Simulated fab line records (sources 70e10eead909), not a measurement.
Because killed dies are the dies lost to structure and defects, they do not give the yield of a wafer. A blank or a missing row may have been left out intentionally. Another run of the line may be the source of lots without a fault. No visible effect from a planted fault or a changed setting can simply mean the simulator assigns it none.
fab line records + flow nandHarc + part 2 of 2: steps 5 to 6 of 6
record:
- lots: 24
- wafers: 72
- lastDay: 33
route steps=1302 shown A_CHANNEL_HOLE_D1@462 A_ONON_D2@550 A_CHANNEL_HOLE_D2@587 A_CHANNEL_FILL_D2@637
lots untouched by any fault: they come from a run of this same line in which no faults occurred
startH: the number of hours between the record's first day and the start of the first shown wafer of the lot + waitH: how many hours have passed since the lot's step before this one + " unchanged from the row above + L1.1+2: one row covering several wafers at once + - either no value or no given start + * or withheld: withheld + < > ~ a bound
route shown NAME@n: a module of which the file shows steps, and the number in the route of the first + usual: average and standard deviation across the fault-free wafers + same: alike in all rows + chamber/n: place in a boat + sites: each site's reading + _std_site: the values' standard deviation + _edge_site: inner sites' mean taken away from outer sites' mean + radiusMm: how far each site lies from the wafer's centre + mask NAME#n: copy n + behind: the last tool/chamber to shape the wafer + hold: the reason the lot was held/the length of the hold in hours/how it ended + device: which transistor (n, p or np) failed to switch + end of line: tests of these same wafers at the route's end + where a step has no rows: the recipe by itself + killed: not the wafer's yield, but the dies lost to structure and defects at the first sort + map: per-die view of a wafer (x killed, . not killed, _ where there is no die)
set.NAME: setting as actually run; set.NAME@STEP: the setting as run at that earlier step + model.NAME: the simulator's own value behind a step, which no gauge read
one table for each step of the route and one row for each wafer, over a sample of lots
services: a tool's chamber out of use, with start hour (startH, from the record's first day; less than 0 if before it), hours out, and reason
== steps ==
step: NHARC_A_CHANNEL_HOLE_D2_ETCH_20
recipe:
- biasV: 3000
- sourceW: withheld
- pressureMtorr: 20
- timeS: 361.9
- arFlowSccm: 375
- c4f8FlowSccm: 89.3
- o2FlowSccm: 35.7
- tempC: -20
- targetDepthA: 16000
- chemistry: C4F8/O2/Ar
usual:
- chamberPressureMTorr: 19.997/0.02
- drypumpMotorCurrentA: 5.6/0.56
- showerheadPlenumPTorr: 3.65/0.14
- tempC: -20.00/0.11
- throttleValvePct: 32.155/0.01
| lot.wafer | tool       | chamber | startH | waitH | chamberPressureMTorr | drypumpMotorCurrentA | rfHoursCounterH | showerheadPlenumPTorr | tempC  | throttleValvePct |
|-----------|------------|---------|--------|-------|----------------------|----------------------|-----------------|-----------------------|--------|------------------|
| L074.1    | harEtch-01 | 1       | 291.73 | 0.1   | 20.008               | 5.7                  | 138             | 3.56                  | -19.97 | 32.166           |
| L074.3    | "          | 1       | "      | "     | 19.991               | 5.7                  | -               | 3.56                  | -20.01 | 32.166           |
| L074.6    | "          | 1       | "      | "     | 19.993               | 5.7                  | -               | 3.56                  | -19.85 | 32.163           |
| L075.1    | harEtch-02 | 1       | 293.07 | 0.1   | 20.002               | 6.0                  | 371             | 3.66                  | -19.99 | 32.156           |
| L075.4    | "          | 0       | "      | "     | 19.992               | 6.1                  | -               | 3.40                  | -19.96 | 32.135           |
| L075.5    | "          | 0       | "      | "     | 19.995               | 6.1                  | -               | 3.41                  | -20.00 | 32.144           |
| L076.1    | harEtch-01 | 1       | 307.76 | 0.1   | 19.984               | 5.7                  | 146             | 3.56                  | -19.94 | 32.150           |
| L076.4    | "          | 0       | "      | "     | 20.003               | 4.7                  | -               | 3.71                  | -20.09 | 32.152           |
| L076.5    | "          | 0       | "      | "     | 19.973               | 4.7                  | -               | 3.70                  | -20.16 | 32.172           |
| L077.4    | harEtch-02 | 1       | 315.97 | 0.2   | 20.009               | 6.0                  | -               | 3.66                  | -20.03 | 32.168           |
| L077.3    | "          | 0       | "      | "     | 20.043               | 6.1                  | -               | 3.40                  | -19.84 | 32.161           |
| L077.6    | "          | 1       | "      | "     | 19.958               | 6.0                  | -               | 3.66                  | -19.95 | 32.151           |
| L078.2    | harEtch-01 | 0       | 321.96 | 0.1   | 20.000               | 4.7                  | 150             | 3.70                  | -20.05 | 32.165           |
| L078.3    | "          | 1       | "      | "     | 20.012               | 5.7                  | -               | 3.56                  | -20.18 | 32.157           |
| L078.5    | "          | 1       | "      | "     | 19.987               | 5.7                  | -               | 3.56                  | -19.97 | 32.146           |
| L079.1    | harEtch-02 | 1       | 342.05 | 0.2   | 19.991               | 6.0                  | 397             | 3.65                  | -20.11 | 32.165           |
| L079.3    | "          | 1       | "      | "     | 20.010               | 6.0                  | -               | 3.65                  | -20.07 | 32.150           |
| L079.6    | "          | 1       | "      | "     | 19.955               | 6.0                  | -               | 3.65                  | -20.01 | 32.163           |
| L080.1    | harEtch-02 | 1       | 358.66 | 0.1   | 19.962               | 6.0                  | 413             | 3.64                  | -19.82 | 32.156           |
| L080.4    | "          | 1       | "      | "     | 19.972               | 6.0                  | -               | 3.64                  | -19.95 | 32.176           |
| L080.6    | "          | 0       | "      | "     | 19.973               | 6.1                  | -               | 3.93                  | -20.01 | 32.165           |
| L081.2    | harEtch-01 | 1       | 366.37 | 0.1   | 20.008               | 5.7                  | 184             | 3.54                  | -19.82 | 32.163           |
| L081.4    | "          | 1       | "      | "     | 20.004               | 5.7                  | -               | 3.54                  | -19.79 | 32.149           |
| L081.6    | "          | 1       | "      | "     | 20.003               | 5.7                  | -               | 3.54                  | -19.86 | 32.157           |
| L082.3    | harEtch-01 | 1       | 387.39 | 0.2   | 19.997               | 5.7                  | -               | 3.54                  | -20.03 | 32.164           |
| L082.4    | "          | 0       | "      | "     | 19.977               | 4.7                  | -               | 3.68                  | -19.94 | 32.154           |
| L082.6    | "          | 0       | "      | "     | 19.984               | 4.7                  | -               | 3.68                  | -19.95 | 32.155           |
| L084.2    | harEtch-02 | 1       | 399.42 | 0.1   | 20.033               | 6.1                  | 0               | 3.63                  | -20.10 | 32.151           |
| L084.4    | "          | 0       | "      | "     | 20.000               | 6.1                  | -               | 3.93                  | -19.97 | 32.158           |
| L084.5    | "          | 0       | "      | "     | 20.016               | 6.1                  | -               | 3.93                  | -19.93 | 32.149           |
| L083.1    | harEtch-01 | 1       | 399.62 | 0.1   | 19.989               | 5.7                  | 203             | 3.53                  | -19.93 | 32.141           |
| L083.3    | "          | 1       | "      | "     | 19.978               | 5.7                  | -               | 3.53                  | -19.95 | 32.162           |
| L083.5    | "          | 1       | "      | "     | 19.996               | 5.7                  | -               | 3.53                  | -19.98 | 32.160           |
| L085.1    | harEtch-02 | 0       | 407.74 | 0.1   | 19.977               | 6.1                  | 8               | 3.92                  | -20.08 | 32.164           |
| L085.2    | "          | 1       | "      | "     | 20.004               | 6.0                  | 8               | 3.63                  | -19.82 | 32.148           |
| L085.3    | "          | 1       | "      | "     | 20.003               | 6.0                  | -               | 3.63                  | -19.76 | 32.175           |
| L086.2    | harEtch-01 | 1       | 408.00 | 0.1   | 19.976               | 5.7                  | 211             | 3.53                  | -20.26 | 32.172           |
| L086.3    | "          | 1       | "      | "     | 20.062               | 5.7                  | -               | 3.53                  | -19.89 | 32.176           |
| L086.6    | "          | 1       | "      | "     | 19.997               | 5.7                  | -               | 3.53                  | -20.23 | 32.149           |
| L089.1    | harEtch-01 | 1       | 439.15 | 0.1   | 20.005               | 5.7                  | 226             | 3.52                  | -19.79 | 32.156           |
| L089.4    | "          | 1       | "      | "     | 20.011               | 5.6                  | -               | 3.52                  | -19.99 | 32.152           |
| L089.6    | "          | 0       | "      | "     | 20.003               | 4.7                  | -               | 3.66                  | -20.02 | 32.128           |
| L087.3    | harEtch-02 | 1       | 441.06 | 0.2   | 20.048               | 6.0                  | -               | 3.62                  | -20.00 | 32.151           |
| L087.4    | "          | 0       | "      | "     | 19.981               | 6.0                  | -               | 3.91                  | -20.06 | 32.159           |
| L087.6    | "          | 0       | "      | "     | 19.999               | 6.1                  | -               | 3.91                  | -20.02 | 32.160           |
| L088.1    | harEtch-02 | 0       | 446.62 | 0.1   | 19.974               | 6.1                  | 31              | 3.91                  | -19.95 | 32.163           |
| L088.4    | "          | 0       | "      | "     | 19.977               | 6.1                  | -               | 3.91                  | -20.13 | 32.152           |
| L088.5    | "          | 0       | "      | "     | 19.998               | 6.1                  | -               | 3.91                  | -20.16 | 32.163           |
| L091.2    | harEtch-01 | 1       | 458.09 | 0.1   | 20.014               | 5.7                  | 237             | 3.51                  | -20.09 | 32.137           |
| L091.3    | "          | 0       | "      | "     | 19.992               | 4.7                  | -               | 3.66                  | -19.89 | 32.150           |
| L091.6    | "          | 1       | "      | "     | 19.992               | 5.7                  | -               | 3.51                  | -19.91 | 32.142           |
| L090.1    | harEtch-01 | 0       | 464.59 | 0.1   | 20.031               | 4.7                  | 241             | 3.65                  | -20.20 | 32.153           |
| L090.5    | "          | 1       | "      | "     | 19.997               | 5.7                  | -               | 3.51                  | -19.88 | 32.172           |
| L090.6    | "          | 0       | "      | "     | 19.995               | 4.7                  | -               | 3.65                  | -20.04 | 32.156           |
| L093.3    | harEtch-01 | 0       | 472.70 | 0.2   | 19.975               | 4.7                  | -               | 3.65                  | -20.05 | 32.147           |
| L093.4    | "          | 1       | "      | "     | 20.013               | 5.7                  | -               | 3.51                  | -19.86 | 32.136           |
| L093.6    | "          | 1       | "      | "     | 19.997               | 5.7                  | -               | 3.51                  | -19.87 | 32.140           |
| L092.4    | harEtch-02 | 1       | 476.82 | 0.2   | 19.982               | 6.0                  | -               | 3.61                  | -20.10 | 32.153           |
| L092.6    | "          | 1       | "      | "     | 19.981               | 6.1                  | -               | 3.61                  | -20.02 | 32.142           |
| L092.5    | "          | 0       | "      | "     | 19.985               | 6.1                  | -               | 3.90                  | -20.10 | 32.156           |
| L094.2    | harEtch-01 | 1       | 498.21 | 0.1   | 20.004               | 5.7                  | 264             | 3.50                  | -20.01 | 32.144           |
| L094.1    | "          | 0       | "      | "     | 19.976               | 4.7                  | 264             | 3.64                  | -20.04 | 32.160           |
| L094.4    | "          | 0       | "      | "     | 19.988               | 4.7                  | -               | 3.64                  | -20.14 | 32.149           |
| L095.2    | harEtch-02 | 0       | 504.51 | 0.1   | 19.985               | 6.1                  | 61              | 3.89                  | -20.03 | 32.153           |
| L095.3    | "          | 1       | "      | "     | 19.999               | 6.0                  | -               | 3.60                  | -20.22 | 32.157           |
| L095.6    | "          | 0       | "      | "     | 19.975               | 6.1                  | -               | 3.89                  | -20.09 | 32.153           |
| L097.2    | harEtch-02 | 1       | 512.85 | 0.1   | 20.038               | 6.1                  | 69              | 3.59                  | -20.09 | 32.154           |
| L097.4    | "          | 1       | "      | "     | 19.983               | 6.0                  | -               | 3.59                  | -20.09 | 32.142           |
| L097.5    | "          | 1       | "      | "     | 20.013               | 6.0                  | -               | 3.60                  | -20.08 | 32.152           |
| L096.2    | harEtch-01 | 0       | 516.50 | 0.1   | 19.996               | 4.7                  | 275             | 3.64                  | -20.02 | 32.149           |
| L096.4    | "          | 1       | "      | "     | 19.959               | 5.7                  | -               | 3.49                  | -20.01 | 32.157           |
| L096.5    | "          | 1       | "      | "     | 19.988               | 5.7                  | -               | 3.49                  | -19.98 | 32.149           |
step: NHARC_A_CHANNEL_FILL_D2_RTA_24
recipe:
- tempC: 1000
- timeS: 5
usual:
- lampPowerPct: 30.11/0.099
- wafer_temp_C_max: 1003.6/0.84
| lot.wafer | tool         | chamber | startH | waitH | lampPowerPct | wafer_temp_C_max |
|-----------|--------------|---------|--------|-------|--------------|------------------|
| L074.1    | rtpAnneal-02 | 0       | 349.51 | 0.2   | 30.03        | 1004.7           |
| L074.3    | "            | 0       | "      | "     | 30.01        | 1004.9           |
| L074.6    | "            | 0       | "      | "     | 30.01        | 1006.0           |
| L075.1    | rtpAnneal-01 | 0       | 349.63 | 0.3   | 30.24        | 1003.1           |
| L075.4    | "            | 0       | "      | "     | 30.28        | 1003.5           |
| L075.5    | "            | 0       | "      | "     | 30.21        | 1002.6           |
| L077.3    | rtpAnneal-02 | 0       | 369.53 | 0.1   | 30.04        | 1004.5           |
| L077.4    | "            | 0       | "      | "     | 30.05        | 1003.7           |
| L077.6    | "            | 0       | "      | "     | 30.05        | 1003.6           |
| L076.1    | rtpAnneal-02 | 0       | 373.08 | 0.0   | 29.99        | 1004.7           |
| L076.4    | "            | 0       | "      | "     | 30.06        | 1004.0           |
| L076.5    | "            | 0       | "      | "     | 30.00        | 1006.0           |
| L078.2    | rtpAnneal-02 | 0       | 379.99 | 0.1   | 29.95        | 1004.1           |
| L078.3    | "            | 0       | "      | "     | 29.97        | 1004.2           |
| L078.5    | "            | 0       | "      | "     | 30.00        | 1003.0           |
| L079.1    | rtpAnneal-01 | 0       | 406.08 | 0.0   | 30.24        | 1004.5           |
| L079.3    | "            | 0       | "      | "     | 30.22        | 1003.3           |
| L079.6    | "            | 0       | "      | "     | 30.27        | 1003.7           |
| L080.1    | rtpAnneal-02 | 0       | 413.78 | 0.0   | 30.00        | 1003.7           |
| L080.4    | "            | 0       | "      | "     | 30.03        | 1003.1           |
| L080.6    | "            | 0       | "      | "     | 30.01        | 1003.9           |
| L081.2    | rtpAnneal-02 | 0       | 427.23 | 0.1   | 30.04        | 1004.3           |
| L081.4    | "            | 0       | "      | "     | 29.98        | 1004.3           |
| L081.6    | "            | 0       | "      | "     | 30.03        | 1003.7           |
| L082.3    | rtpAnneal-02 | 0       | 442.50 | 0.1   | 30.03        | 1003.2           |
| L082.4    | "            | 0       | "      | "     | 30.05        | 1004.0           |
| L082.6    | "            | 0       | "      | "     | 30.06        | 1004.8           |
| L084.2    | rtpAnneal-02 | 0       | 453.22 | 0.1   | 30.05        | 1004.0           |
| L084.4    | "            | 0       | "      | "     | 30.06        | 1004.3           |
| L084.5    | "            | 0       | "      | "     | 29.99        | 1004.0           |
| L083.1    | rtpAnneal-01 | 0       | 455.99 | 0.0   | 30.19        | 1003.1           |
| L083.3    | "            | 0       | "      | "     | 30.23        | 1003.4           |
| L083.5    | "            | 0       | "      | "     | 30.19        | 1003.1           |
| L085.1    | rtpAnneal-02 | 0       | 461.26 | 0.0   | 30.03        | 1003.8           |
| L085.2    | "            | 0       | "      | "     | 30.02        | 1003.1           |
| L085.3    | "            | 0       | "      | "     | 30.00        | 1004.4           |
| L086.2    | rtpAnneal-01 | 0       | 461.29 | 0.1   | 30.23        | 1003.3           |
| L086.3    | "            | 0       | "      | "     | 30.22        | 1003.2           |
| L086.6    | "            | 0       | "      | "     | 30.21        | 1001.1           |
| L087.3    | rtpAnneal-01 | 0       | 494.93 | 0.1   | 30.20        | 1003.2           |
| L087.4    | "            | 0       | "      | "     | 30.18        | 1002.5           |
| L087.6    | "            | 0       | "      | "     | 30.16        | 1002.7           |
| L089.1    | rtpAnneal-01 | 0       | 495.04 | 0.2   | 30.26        | 1003.2           |
| L089.4    | "            | 0       | "      | "     | 30.20        | 1002.6           |
| L089.6    | "            | 0       | "      | "     | 30.22        | 1003.0           |
| L088.1    | rtpAnneal-01 | 0       | 505.40 | 0.0   | 30.19        | 1003.1           |
| L088.4    | "            | 0       | "      | "     | 30.20        | 1003.1           |
| L088.5    | "            | 0       | "      | "     | 30.25        | 1003.2           |
| L091.2    | rtpAnneal-01 | 0       | 517.21 | 0.1   | 30.23        | 1004.6           |
| L091.3    | "            | 0       | "      | "     | 30.24        | 1004.2           |
| L091.6    | "            | 0       | "      | "     | 30.20        | 1003.5           |
| L090.1    | rtpAnneal-02 | 0       | 525.18 | 0.0   | 29.97        | 1005.1           |
| L090.5    | "            | 0       | "      | "     | 29.94        | 1003.3           |
| L090.6    | "            | 0       | "      | "     | 30.06        | 1004.7           |
| L093.3    | rtpAnneal-01 | 0       | 525.24 | 0.1   | 30.20        | 1003.6           |
| L093.4    | "            | 0       | "      | "     | 30.21        | 1004.0           |
| L093.6    | "            | 0       | "      | "     | 30.23        | 1003.9           |
| L092.4    | rtpAnneal-01 | 0       | 532.83 | 0.1   | 30.19        | 1002.6           |
| L092.5    | "            | 0       | "      | "     | 30.24        | 1003.1           |
| L092.6    | "            | 0       | "      | "     | 30.24        | 1003.9           |
| L094.1    | rtpAnneal-02 | 0       | 555.81 | 0.0   | 30.04        | 1002.9           |
| L094.2    | "            | 0       | "      | "     | 30.08        | 1003.7           |
| L094.4    | "            | 0       | "      | "     | 30.05        | 1003.6           |
| L095.2    | rtpAnneal-02 | 0       | 556.01 | 0.2   | 30.03        | 1003.1           |
| L095.3    | "            | 0       | "      | "     | 29.97        | 1003.5           |
| L095.6    | "            | 0       | "      | "     | 30.03        | 1003.5           |
| L096.2    | rtpAnneal-01 | 0       | 570.00 | 0.1   | 30.18        | 1001.9           |
| L096.4    | "            | 0       | "      | "     | 30.20        | 1002.3           |
| L096.5    | "            | 0       | "      | "     | 30.20        | 1003.6           |
| L097.2    | rtpAnneal-02 | 0       | 570.00 | 0.1   | 30.04        | 1005.5           |
| L097.4    | "            | 0       | "      | "     | 30.00        | 1003.7           |
| L097.5    | "            | 0       | "      | "     | 30.01        | 1004.4           |
== services ==
| tool         | chamber | startH | hours | kind   |
|--------------|---------|--------|-------|--------|
| rieDiel-05   | -       | 172.19 | 4.8   | repair |
| rieDiel-10   | 2       | 174.34 | 12.1  | repair |
| rieDiel-10   | 0       | 175.00 | 5.7   | repair |
| harEtch-02   | -       | 196.15 | 4.4   | repair |
| rieDiel-10   | 1       | 198.88 | 9.6   | repair |
| rieDiel-10   | 2       | 227.84 | 9.2   | repair |
| rieDiel-05   | -       | 229.60 | 9.0   | pm     |
| harEtch-01   | -       | 237.77 | 15.6  | repair |
| rieDiel-10   | -       | 242.50 | 9.0   | pm     |
| rieDiel-10   | 3       | 256.22 | 2.5   | repair |
| rieDiel-07   | 1       | 256.65 | 3.3   | repair |
| rieDiel-07   | -       | 294.20 | 9.0   | pm     |
| rieDiel-10   | 3       | 336.83 | 2.0   | repair |
| rieDiel-10   | 0       | 351.60 | 6.4   | repair |
| rtpAnneal-01 | -       | 372.00 | 12.0  | pm     |
| harEtch-02   | -       | 378.55 | 17.0  | pm     |
| rieDiel-10   | 2       | 392.79 | 14.8  | repair |
| rieDiel-10   | -       | 419.50 | 9.0   | pm     |
| rieDiel-10   | 2       | 451.44 | 5.6   | repair |
| rieDiel-10   | 1       | 479.96 | 6.6   | repair |
| harEtch-01   | -       | 523.20 | 0.6   | repair |
| rieDiel-07   | 1       | 543.46 | 2.5   | repair |
| rieDiel-07   | 0       | 560.11 | 10.3  | repair |
| rieDiel-07   | -       | 568.61 | 0.5   | repair |
